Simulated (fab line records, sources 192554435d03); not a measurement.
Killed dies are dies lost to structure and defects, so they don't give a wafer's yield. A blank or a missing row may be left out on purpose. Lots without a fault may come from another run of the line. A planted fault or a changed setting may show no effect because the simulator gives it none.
Chamber matching | flow n5_finfet | N5_BEOL_M5_ETCH_62 on rie_diel-06: 4 sister chambers
The step etches SOC in N2/H2, target depth 75 nm, overetch 15 nm, time 112.5 s. 4 wafers are shown with their chamber, then 8 later ones without.

WAFERS WITH THEIR CHAMBER
wafer  | chamber | showerhead_plenum_p_Torr (Torr)
L077.4 | 2       | 2.50
L080.2 | 3       | 2.45
L080.6 | 0       | 2.52
L084.2 | 1       | 2.45

WAFERS WITHOUT THEIR CHAMBER
wafer  | showerhead_plenum_p_Torr (Torr)
L084.3 | 2.45
L084.5 | 2.45
L085.3 | 2.45
L085.4 | 2.45
L085.5 | 2.51
L096.2 | 2.50
L096.4 | 2.48
L096.6 | 2.44

WHICH CHAMBER EACH WENT THROUGH
wafer  | from the rows above          | in truth
L084.3 | can't be placed: 1 or 3      | 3
L084.5 | can't be placed: 1 or 3      | 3
L085.3 | can't be placed: 1 or 3      | 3
L085.4 | can't be placed: 1 or 3      | 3
L085.5 | can't be placed: 2 or 0      | 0
L096.2 | 2                            | 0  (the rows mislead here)
L096.4 | can't be placed: 2 or 1 or 3 | 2
L096.6 | can't be placed: 1 or 3      | 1
Placed correctly: 0 of 8. Can't be placed from these rows: 7 (the true chamber is among the candidates in 7). Placed wrongly: 1.
How it was worked out, from the rows above alone: a wafer's distance from a chamber is the root of the sum, over the readings, of the square of ((its reading less the chamber's mean) divided by the reading's scatter). The wafer belongs to the nearest chamber; if the next one is less than 2 further off, it can't be placed. A chamber's mean is the mean of its shown wafers. The scatter: with one shown wafer a chamber, the root of the mean of the squares of how far each hidden wafer lies from its nearest shown one.
